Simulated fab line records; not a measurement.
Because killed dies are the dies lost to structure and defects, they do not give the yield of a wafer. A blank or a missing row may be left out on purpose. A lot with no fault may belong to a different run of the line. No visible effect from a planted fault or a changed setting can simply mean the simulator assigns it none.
fab line records	flow n5-finfet
record lots=5	wafers=15	last-day=18
route steps=1938 shown BEOL_M4@1099 BEOL_M5@1112 MIM_TOP@1838 PASSIVATION@1936
lots untouched by any fault: they come from a run of this same line in which no faults occurred
start-h: hours from the record's first day to the start of the lot's first wafer shown	wait-h: hours from the lot's prior step to this one	" identical to the entry in the row above	L1.1+2: a row that stands for several wafers	- no value present, or no start provided	* or withheld: withheld	< > ~ a bound
route shown NAME@n: a module of which the file shows steps, and the number in the route of the first	usual: average and standard deviation across the fault-free wafers	same: alike in all rows	chamber/n: place in a boat	sites: per-site readings	_std_site: standard deviation of those values	_edge_site: the outer-site mean with the inner-site mean subtracted	radius-mm: how far each site lies from the wafer's centre	mask NAME#n: copy n	behind: the most recent tool/chamber to have shaped the wafer	hold: the reason the lot was held/the length of the hold in hours/how it ended	device: the n, p or np transistor that did not switch	end of line: tests of these same wafers at the route's end	a step without rows: its recipe alone	killed: at the first sort, the dies lost to defects and structure; wafer yield is something else	map: a wafer's dies, x killed, . not, _ none there
set.NAME: the setting that was run; set.NAME@STEP: the one run at that earlier step	model.NAME: the simulator's own value behind a step, which no gauge read
certain route steps with their lots: each step a table, each wafer a row
services: when a tool's chamber went out of use (start-h, in hours from the record's first day, below 0 if earlier), for how many hours, and the reason
## steps
# step N5_BEOL_M4_ANNEAL_95
# recipe temp-c=400	time-s=240	ambient=vacuum
# step N5_BEOL_M4_SPUTTER_96
# recipe material=Cu	target-thk-a=45	temp-c=-20	chamber-pressure-pa=0.07	power-w=withheld	time-s=8.29
# step N5_BEOL_M4_ECD_50
# recipe material=Cu	target-thk-a=3000
# step N5_BEOL_M4_ANNEAL_51
# recipe temp-c=225	time-s=90	ambient=N2
# step N5_BEOL_M4_CMP_52
# recipe stop-on=SiOC	t-overpolish-s=6.8	down-force-psi=1	platen-rpm=50	clearing-platen-down-force-psi=1.5	clearing-platen-rpm=50	post-cmp-clean=cu-alkaline	target-thk-nm=40	clearing-platen-pad-velocity-m-s=0.99484	pad-velocity-m-s=0.99484
# step N5_BEOL_M4_PRE_CLEAN_60
# recipe gas=NH3/H2	time-s=15	temp-c=*	rf-power-w=300
# step N5_BEOL_M4_CO_CAP_55
# recipe material=Co	target-thk-a=20	temp-c=200	precursor=CCTBA/H2	pressure-torr=30	time-s=102.1
# step N5_BEOL_M4_PRE_CLEAN_56
# recipe gas=NH3	time-s=15	temp-c=withheld	rf-power-w=300
# step N5_BEOL_M4_DEP_57
# recipe material=SiCN	target-thk-a=80	temp-c=withheld	precursor=3MS/NH3	pressure-torr=3	rf-w=202	time-s=14
# step N5_BEOL_M4_RC_MEAS_101
# usual DIBL_N=36.0/2	DIBL_P=36.2/2.2	IOFF_N=0.16/0.034	IOFF_P=0.21/0.04	ION_N=675/12	ION_P=463/7.2	SS_N=71.6/0.6	SS_P=73.3/0.67	VT_N=250/3	VT_P=-251/3.4
lot.wafer	tool	chamber	start-h	wait-h	DIBL_N[mV/V]	DIBL_P[mV/V]	IOFF_N[nA/um]	IOFF_P[nA/um]	ION_N[uA/um]	ION_P[uA/um]	SS_N[mV/dec]	SS_P[mV/dec]	VT_N[mV]	VT_P[mV]
L374.1	prober-02	0	169.40	0.0	35.4	35.1	0.12	0.18	658	455	71.6	73.5	254	-256
L374.2	"	0	"	"	35.6	35.1	0.13	0.20	655	459	71.9	73.0	253	-251
L374.5	"	0	"	"	34.1	33.7	0.10	0.17	645	454	71.2	73.1	253	-255
L390.1	prober-01	0	269.45	0.0	36.9	36.5	0.16	0.23	674	466	71.4	73.1	249	-247
L390.3	"	0	"	"	36.6	35.6	0.17	0.22	681	469	72.0	72.8	247	-246
L390.5	"	0	"	"	34.9	35.4	0.14	0.22	677	467	71.0	72.6	250	-247
L393.1	prober-02	0	275.12	0.0	36.4	37.5	0.16	0.25	663	456	72.0	73.2	252	-248
L393.3	"	0	"	"	34.7	35.6	0.16	0.24	686	474	70.8	73.3	248	-246
L393.6	"	0	"	"	34.4	34.8	0.14	0.22	673	468	71.6	73.2	252	-248
L391.1	prober-02	0	279.72	0.0	32.4	32.5	0.10	0.16	649	453	70.5	71.9	257	-255
L391.3	"	0	"	"	36.2	36.1	0.16	0.20	675	463	71.2	72.9	252	-252
L391.6	"	0	"	"	36.1	35.8	0.14	0.19	668	459	71.6	73.3	253	-252
L392.3	prober-01	0	312.86	1.0	36.8	36.8	0.18	0.24	684	467	71.7	73.1	250	-249
L392.4	"	0	"	"	35.8	35.7	0.16	0.22	675	464	71.6	73.1	250	-250
L392.6	"	0	"	"	35.8	35.8	0.15	0.21	674	463	72.2	73.4	252	-250
# step N5_BEOL_M5_ILD_DEP_00
# recipe material=SiCOH_lowk	target-thk-a=1406.4	temp-c=300	precursor=DEMS/porogen	pressure-torr=5	rf-w=500	time-s=25.9
# step N5_BEOL_M5_CURE_79
# recipe temp-c=385	time-s=240	ambient=He/Ar	material=SiCOH_lowk
# step N5_BEOL_M5_PECVD_70
# recipe material=SiO2	target-thk-a=160	temp-c=400	precursor=TEOS/O2	pressure-torr=5.5	rf-w=450	teos-flow-sccm=53.8	gas=O2	flow-sccm=3000	time-s=18
# step N5_BEOL_M5_HM_DEP_02
# recipe material=TiN	target-thk-a=200	temp-c=25	chamber-pressure-pa=0.49996
# step N5_BEOL_M5_COAT_59
# recipe resist=SOC	temp-c=250	time-s=60	spin-rpm=1500	resist-thk-nm=60
# step N5_BEOL_M5_COAT_60
# recipe resist=SiARC	temp-c=220	time-s=60	spin-rpm=1500	resist-thk-nm=12
# step N5_BEOL_M5_COAT_71
# recipe resist=underlayer	temp-c=205	time-s=60	spin-rpm=1500	resist-thk-nm=5
# step N5_BEOL_M5_COAT_05
# recipe resist=CAR-EUV	spin-rpm=1500	resist-thk-nm=30
# step N5_BEOL_M5_EBR_07
# recipe solvent=PGMEA	ebr-width-mm=1.5
# step N5_BEOL_M5_SOFTBAKE_06
# recipe temp-c=110	time-s=60	resist=CAR-EUV
# step N5_BEOL_M5_EXPOSE_08
# recipe mask-id=M5	na=0.33	source-shape=annular	sigma-inner=0.4	sigma-outer=0.8	polarization=unpolarized	target-cd-nm=28	dose-mj=35.75
# step N5_BEOL_M5_PEB_09
# recipe peb-temp-c=100	peb-time-s=60	resist=CAR-EUV
# step N5_BEOL_M5_DEVELOP_10
# recipe develop-time-s=30	developer=TMAH	resist=CAR-EUV	rinse-liquid=surfactant-rinse	dry=air-spin	dev-temp-c=23
# step N5_BEOL_M5_DESCUM_16
# recipe chemistry=O2	time-s=7	source-power-w=50	bias-power-w=20	pressure-mtorr=20	rf-frequency-hz=2.712e+07	temp-c=40	resist=CAR-EUV	o2-flow-sccm=225
# step N5_BEOL_M5_ETCH_72
# recipe chemistry=N2/H2	target=underlayer	target-depth-a=65	mask-material=CAR-EUV	time-s=5.2	ion-energy-ev=200	pressure-mtorr=30	source-w=840	bias-w=150	n2-flow-sccm=200	h2-flow-sccm=200	ends=cleared
# step N5_BEOL_M5_ETCH_61
# recipe chemistry=CF4	target=SiARC	target-depth-a=156	mask-material=CAR-EUV	time-s=26	ion-energy-ev=80	pressure-mtorr=40	source-w=545	bias-w=36	Ar_flow_sccm=100	cf4-flow-sccm=100	ends=cleared
# step N5_BEOL_M5_ETCH_62
# recipe chemistry=N2/H2	target=SOC	target-depth-a=750	overetch-a=150	mask-material=SiARC	temp-c=40	time-s=112.5	ion-energy-ev=200	pressure-mtorr=30	source-w=840	bias-w=150	n2-flow-sccm=200	h2-flow-sccm=200
# step N5_BEOL_M5_STRIP_63
# recipe chemistry=N2/H2	temp-c=40	n2-flow-sccm=200	h2-flow-sccm=200	rf-frequency-hz=6e+07
# step N5_BEOL_M5_STRIP_73
# recipe chemistry=N2/H2	temp-c=40	n2-flow-sccm=200	h2-flow-sccm=200	rf-frequency-hz=6e+07
# step N5_BEOL_M5_STRIP_64
# recipe chemistry=CF4	resist=SiARC	power-w=300	bias-power-w=75	pressure-mtorr=50	cf4-flow-sccm=150	rf-frequency-hz=6e+07
# step N5_BEOL_M5_HM_OPEN_17
# recipe chemistry=Cl2/BCl3	target-depth-a=200	overetch-a=60	target=TiN	mask-material=SOC	ion-energy-ev=150	pressure-mtorr=10	icp-w=1000	bias-w=126	Cl2_flow_sccm=53.25	bcl3-flow-sccm=21.75	Ar_flow_sccm=25
# step N5_BEOL_M5_STRIP_19
# recipe chemistry=O2	power-w=400	temp-c=40	pressure-mtorr=30	rf-frequency-hz=6e+07	bias-power-w=0	overash-fraction=0.2	o2-flow-sccm=225
# step N5_BEOL_M5_COAT_65
# recipe resist=SOC	temp-c=250	time-s=60	spin-rpm=1500	resist-thk-nm=60
# step N5_BEOL_M5_COAT_66
# recipe resist=SiARC	temp-c=220	time-s=60	spin-rpm=1500	resist-thk-nm=12
# step N5_MIM_TOP_SPUTTER_03
# recipe material=TiN	target-thk-a=350	temp-c=200	power-w=3000	chamber-pressure-pa=0.49996	gas=Ar	reactive-partial-pa=0.37997	time-s=89.7
# usual cathode-dc-power-W=2999.9/0.54	chamber-pressure-pa=0.5002/0.00097	throttle-valve-pct=30.1/0.95
lot.wafer	tool	chamber	start-h	wait-h	cathode-dc-power-W	chamber-pressure-pa	throttle-valve-pct
L374.1	pvd-sputter-01	-	257.97	0.0	2999.8	0.5004	29.0
L374.2	"	-	"	"	2999.4	0.5010	30.4
L374.5	"	-	"	"	2999.9	0.4992	31.3
L390.1	pvd-sputter-01	-	387.94	0.0	-	-	-
L390.3	"	-	"	"	-	-	-
L390.5	"	-	"	"	-	-	-
L393.1	pvd-sputter-02	-	391.17	0.0	2998.5	0.4969	31.7
L393.3	"	-	"	"	3000.2	0.4989	29.0
L393.6	"	-	"	"	2999.8	0.5005	30.3
L391.1	pvd-sputter-01	-	392.00	0.0	-	-	-
L391.3	"	-	"	"	-	-	-
L391.6	"	-	"	"	-	-	-
L392.3	pvd-sputter-01	-	422.57	0.0	-	-	-
L392.4	"	-	"	"	-	-	-
L392.6	"	-	"	"	-	-	-
# step N5_PASSIVATION_PROBE_49
# usual defect-limited-yield=91.5/1.5	killed_at_M0_to_M3=33/10	killed_at_M4_up=15/6.4	killed-at-contacts=12/5.4	killed-at-front-end=38/9.8	killed-at-other=4/3.1	killed-dies=101/18	killed-on-rim=13/3.9	killed-open=67/14	killed-short=33/7.9	sort_bin_5_function=5.0/1	sort_bin_6_memory=3.2/0.67	sort-n-pass=1079/18	sort-yield-pct=91.5/1.5
# same gross-dies=1180	killed-at-back-side=0	sort_bin_4_leakage[%]=0	sort_bin_8_speed[%]=0
lot.wafer	tool	chamber	start-h	wait-h	defect-limited-yield[%]	killed_at_M0_to_M3	killed_at_M4_up	killed-at-contacts	killed-at-front-end	killed-at-other	killed-dies	killed-on-rim	killed-open	killed-short	sort_bin_5_function[%]	sort_bin_6_memory[%]	sort-n-pass	sort-yield-pct[%]
L390.1	prober-02	-	399.40	0.0	0	33	23	14	41	1069	1180	152	77	37	96.4	3.5	0	0
L390.3	prober-02	-	399.50	0.1	0	38	11	15	33	1083	1180	152	66	31	96.7	2.7	0	0
L390.5	prober-02	-	399.60	0.2	0	38	14	29	29	1070	1180	152	68	44	96.4	3.1	0	0
L393.1	prober-01	-	401.06	0.0	88.2	36	21	11	57	14	139	16	86	50	6.3	4.7	1041	88.2
L393.3	prober-01	-	401.16	0.1	90.3	32	19	4	55	4	114	14	70	40	5.0	4.1	1066	90.3
L393.6	prober-01	-	401.31	0.3	91.5	18	22	12	42	6	100	12	63	37	5.2	2.9	1080	91.5
L391.1	prober-02	-	404.45	0.0	0	45	7	8	42	1078	1180	152	68	34	96.4	3.3	0	0
L391.3	prober-02	-	404.55	0.1	0	21	14	12	35	1098	1180	152	59	35	96.4	3.2	0	0
L391.6	prober-02	-	404.70	0.3	0	32	15	8	36	1089	1180	152	65	29	97.2	2.6	0	0
L392.3	prober-02	-	433.57	0.1	0	49	23	17	39	1052	1180	152	94	40	95.1	4.4	0	0
L392.4	prober-02	-	433.62	0.2	0	32	9	19	12	1108	1180	152	56	24	96.4	3.3	0	0
L392.6	prober-02	-	433.72	0.3	0	28	24	17	29	1082	1180	152	64	35	96.2	3.6	0	0
# killed by level:class
L390.1 MIM_TOP:area-sputter=1066 FIN_SAQP:geometric-particle:open=12 MOL_CONTACT_COAG:geometric-particle:open=10 BEOL_M0_SAQP:geometric-particle:short=8 BEOL_M1:geometric-particle:open=8 FIN_SAQP:geometric-particle:short=7 STI_FIN_REVEAL:geometric-particle:open=7 BEOL_M0_SAQP:geometric-particle:open=7
L390.3 MIM_TOP:area-sputter=1082 MOL_CONTACT_COAG:geometric-particle:open=12 FIN_SAQP:geometric-particle:short=10 BEOL_M0_SAQP:geometric-particle:short=9 BEOL_M0_SAQP:geometric-particle:open=8 BEOL_M2:geometric-particle:open=8 BEOL_M3:geometric-particle:open=6 FIN_SAQP:geometric-particle:open=5
L390.5 MIM_TOP:area-sputter=1068 MOL_CONTACT_COAG:geometric-particle:open=19 BEOL_M0_SAQP:geometric-particle:open=12 BEOL_M0_SAQP:geometric-particle:short=11 MOL_CONTACT_COAG:geometric-particle:short=10 STI_FIN_REVEAL:geometric-particle:open=8 BEOL_M1:geometric-particle:open=6 BEOL_M4:geometric-particle:short=5
L393.1 BEOL_M0_SAQP:geometric-particle:open=13 FIN_SAQP:geometric-particle:short=12 BEOL_M4:geometric-particle:open=11 FIN_SAQP:geometric-particle:open=9 BEOL_M0_SAQP:geometric-particle:short=8 GATE_CUT:geometric-particle:open=7 MOL_CONTACT_COAG:geometric-particle:short=6 DUMMY_GATE:geometric-particle:open=5
L393.3 FIN_SAQP:geometric-particle:short=14 FIN_SAQP:geometric-particle:open=9 DUMMY_GATE:geometric-particle:open=9 BEOL_M0_SAQP:geometric-particle:open=9 BEOL_M0_SAQP:geometric-particle:short=9 BEOL_M4:geometric-particle:open=9 GATE_CUT:geometric-particle:open=7 BEOL_M2:geometric-particle:open=4
L393.6 FIN_SAQP:geometric-particle:short=11 MOL_CONTACT_COAG:geometric-particle:open=11 BEOL_M4:geometric-particle:open=7 DUMMY_GATE:geometric-particle:open=6 BEOL_M5:geometric-particle:open=6 FIN_SAQP:geometric-particle:open=5 GATE_CUT:geometric-particle:open=5 BEOL_M0_SAQP:geometric-particle:open=5
L391.1 MIM_TOP:area-sputter=1075 BEOL_M0_SAQP:geometric-particle:open=9 STI_FIN_REVEAL:geometric-particle:open=8 MOL_CONTACT_COAG:geometric-particle:open=7 BEOL_M2:geometric-particle:open=7 FIN_SAQP:geometric-particle:open=6 FIN_SAQP:geometric-particle:short=6 BEOL_M1:geometric-particle:short=6
L391.3 MIM_TOP:area-sputter=1085 MOL_CONTACT_COAG:geometric-particle:open=12 BEOL_M1:geometric-particle:open=9 STI_FIN_REVEAL:geometric-particle:open=7 GATE_CUT:geometric-particle:short=7 BEOL_M0_SAQP:geometric-particle:short=5 BEOL_M4:geometric-particle:open=5 BEOL_M7:geometric-particle:open=4
L391.6 MIM_TOP:area-sputter=1085 BEOL_M1:geometric-particle:open=9 FIN_SAQP:geometric-particle:open=7 FIN_SAQP:geometric-particle:short=6 MOL_CONTACT_COAG:geometric-particle:open=6 BEOL_M0:geometric-particle:open=6 STI_FIN_REVEAL:geometric-particle:open=5 BEOL_M3:geometric-particle:open=5
L392.3 MIM_TOP:area-sputter=1045 MOL_CONTACT_COAG:geometric-particle:open=14 BEOL_M4:geometric-particle:open=11 BEOL_M0_SAQP:geometric-particle:short=10 BEOL_M2:geometric-particle:open=10 BEOL_M0_SAQP:geometric-particle:open=8 BEOL_M3:geometric-particle:open=8 STI_FIN_REVEAL:geometric-particle:open=7
L392.4 MIM_TOP:area-sputter=1099 MOL_CONTACT_COAG:geometric-particle:open=17 BEOL_M0_SAQP:geometric-particle:open=12 BEOL_M0_SAQP:geometric-particle:short=4 BEOL_M3:geometric-particle:open=4 FIN_SAQP:geometric-particle:open=3 BEOL_M1:geometric-particle:short=3 BEOL_M5:geometric-particle:short=3
L392.6 MIM_TOP:area-sputter=1077 MOL_CONTACT_COAG:geometric-particle:open=15 BEOL_M4:geometric-particle:open=13 BEOL_M0_SAQP:geometric-particle:short=9 BEOL_M3:geometric-particle:open=8 STI_FIN_REVEAL:geometric-particle:open=5 BEOL_M0_SAQP:geometric-particle:open=5 FIN_SAQP:geometric-particle:short=4
# map L390.1 (x killed, . not)
_________________xxxxxxxxxxxx________________
______________xxxxxxxxxxxxxxxxxx_____________
___________xxxxxxxxxxxxxxxxxxxxxxxx__________
__________xxxxxxxxxxxxxxxxxxxxxxxxxx_________
________xxxxxxxxxxxxxxxxxxxxxxxxxxxxxx_______
_______xxxxxxxxxxxxxxxxxxxxxxxxxxxxxxxx______
______xxxxxxxxxxxxxxxxxxxxxxxxxxxxxxxxxx_____
_____xxxxxxxxxxxxxxxxxxxxxxxxxxxxxxxxxxxx____
____xxxxxxxxxxxxxxxxxxxxxxxxxxxxxxxxxxxxxx___
___xxxxxxxxxxxxxxxxxxxxxxxxxxxxxxxxxxxxxxxx__
___xxxxxxxxxxxxxxxxxxxxxxxxxxxxxxxxxxxxxxxx__
__xxxxxxxxxxxxxxxxxxxxxxxxxxxxxxxxxxxxxxxxxx_
__xxxxxxxxxxxxxxxxxxxxxxxxxxxxxxxxxxxxxxxxxx_
_xxxxxxxxxxxxxxxxxxxxxxxxxxxxxxxxxxxxxxxxxxxx
_xxxxxxxxxxxxxxxxxxxxxxxxxxxxxxxxxxxxxxxxxxxx
_xxxxxxxxxxxxxxxxxxxxxxxxxxxxxxxxxxxxxxxxxxxx
_xxxxxxxxxxxxxxxxxxxxxxxxxxxxxxxxxxxxxxxxxxxx
_xxxxxxxxxxxxxxxxxxxxxxxxxxxxxxxxxxxxxxxxxxxx
_xxxxxxxxxxxxxxxxxxxxxxxxxxxxxxxxxxxxxxxxxxxx
_xxxxxxxxxxxxxxxxxxxxxxxxxxxxxxxxxxxxxxxxxxxx
_xxxxxxxxxxxxxxxxxxxxxxxxxxxxxxxxxxxxxxxxxxxx
__xxxxxxxxxxxxxxxxxxxxxxxxxxxxxxxxxxxxxxxxxx_
__xxxxxxxxxxxxxxxxxxxxxxxxxxxxxxxxxxxxxxxxxx_
___xxxxxxxxxxxxxxxxxxxxxxxxxxxxxxxxxxxxxxxx__
___xxxxxxxxxxxxxxxxxxxxxxxxxxxxxxxxxxxxxxxx__
____xxxxxxxxxxxxxxxxxxxxxxxxxxxxxxxxxxxxxx___
_____xxxxxxxxxxxxxxxxxxxxxxxxxxxxxxxxxxxx____
______xxxxxxxxxxxxxxxxxxxxxxxxxxxxxxxxxx_____
_______xxxxxxxxxxxxxxxxxxxxxxxxxxxxxxxx______
________xxxxxxxxxxxxxxxxxxxxxxxxxxxxxx_______
__________xxxxxxxxxxxxxxxxxxxxxxxxxx_________
___________xxxxxxxxxxxxxxxxxxxxxxxx__________
______________xxxxxxxxxxxxxxxxxx_____________
_________________xxxxxxxxxxxx________________
# map L391.1 (x killed, . not)
_________________xxxxxxxxxxxx________________
______________xxxxxxxxxxxxxxxxxx_____________
___________xxxxxxxxxxxxxxxxxxxxxxxx__________
__________xxxxxxxxxxxxxxxxxxxxxxxxxx_________
________xxxxxxxxxxxxxxxxxxxxxxxxxxxxxx_______
_______xxxxxxxxxxxxxxxxxxxxxxxxxxxxxxxx______
______xxxxxxxxxxxxxxxxxxxxxxxxxxxxxxxxxx_____
_____xxxxxxxxxxxxxxxxxxxxxxxxxxxxxxxxxxxx____
____xxxxxxxxxxxxxxxxxxxxxxxxxxxxxxxxxxxxxx___
___xxxxxxxxxxxxxxxxxxxxxxxxxxxxxxxxxxxxxxxx__
___xxxxxxxxxxxxxxxxxxxxxxxxxxxxxxxxxxxxxxxx__
__xxxxxxxxxxxxxxxxxxxxxxxxxxxxxxxxxxxxxxxxxx_
__xxxxxxxxxxxxxxxxxxxxxxxxxxxxxxxxxxxxxxxxxx_
_xxxxxxxxxxxxxxxxxxxxxxxxxxxxxxxxxxxxxxxxxxxx
_xxxxxxxxxxxxxxxxxxxxxxxxxxxxxxxxxxxxxxxxxxxx
_xxxxxxxxxxxxxxxxxxxxxxxxxxxxxxxxxxxxxxxxxxxx
_xxxxxxxxxxxxxxxxxxxxxxxxxxxxxxxxxxxxxxxxxxxx
_xxxxxxxxxxxxxxxxxxxxxxxxxxxxxxxxxxxxxxxxxxxx
_xxxxxxxxxxxxxxxxxxxxxxxxxxxxxxxxxxxxxxxxxxxx
_xxxxxxxxxxxxxxxxxxxxxxxxxxxxxxxxxxxxxxxxxxxx
_xxxxxxxxxxxxxxxxxxxxxxxxxxxxxxxxxxxxxxxxxxxx
__xxxxxxxxxxxxxxxxxxxxxxxxxxxxxxxxxxxxxxxxxx_
__xxxxxxxxxxxxxxxxxxxxxxxxxxxxxxxxxxxxxxxxxx_
___xxxxxxxxxxxxxxxxxxxxxxxxxxxxxxxxxxxxxxxx__
___xxxxxxxxxxxxxxxxxxxxxxxxxxxxxxxxxxxxxxxx__
____xxxxxxxxxxxxxxxxxxxxxxxxxxxxxxxxxxxxxx___
_____xxxxxxxxxxxxxxxxxxxxxxxxxxxxxxxxxxxx____
______xxxxxxxxxxxxxxxxxxxxxxxxxxxxxxxxxx_____
_______xxxxxxxxxxxxxxxxxxxxxxxxxxxxxxxx______
________xxxxxxxxxxxxxxxxxxxxxxxxxxxxxx_______
__________xxxxxxxxxxxxxxxxxxxxxxxxxx_________
___________xxxxxxxxxxxxxxxxxxxxxxxx__________
______________xxxxxxxxxxxxxxxxxx_____________
_________________xxxxxxxxxxxx________________
## services
tool	chamber	start-h	hours	kind
pvd-sputter-01	-	272.12	7.8	repair
pvd-sputter-01	-	353.12	1.8	repair
## key
first-sign step=N5_MIM_TOP_SPUTTER_03	reading=tool-record	direction=missing
effect step=N5_PASSIVATION_PROBE_49	reading=killed-at-other	direction=up	sigmas=99+	usual=4	struck=1081
more-kills-born-at N5_MIM_TOP_SPUTTER_03@pvd-sputter-01=9676
met-at N5_MIM_TOP_SPUTTER_03
struck-wafers L390.1,L390.3,L390.5,L391.1,L391.3,L391.6,L392.3,L392.4,L392.6
later-rows-left-out L390.1,L390.3,L390.5,L391.1,L391.3,L391.6,L392.3,L392.4,L392.6
onset-between 257.97 387.94
fault kind=skipped-step-whole	tool=pvd-sputter-01	chamber=-	onset-h=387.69	steps=N5_MIM_TOP_SPUTTER_03	scope=struck-lots-only
# later-rows-left-out: the simulator's readings of these wafers behind a module that went badly wrong aren't trusted and aren't shown, but for the sort
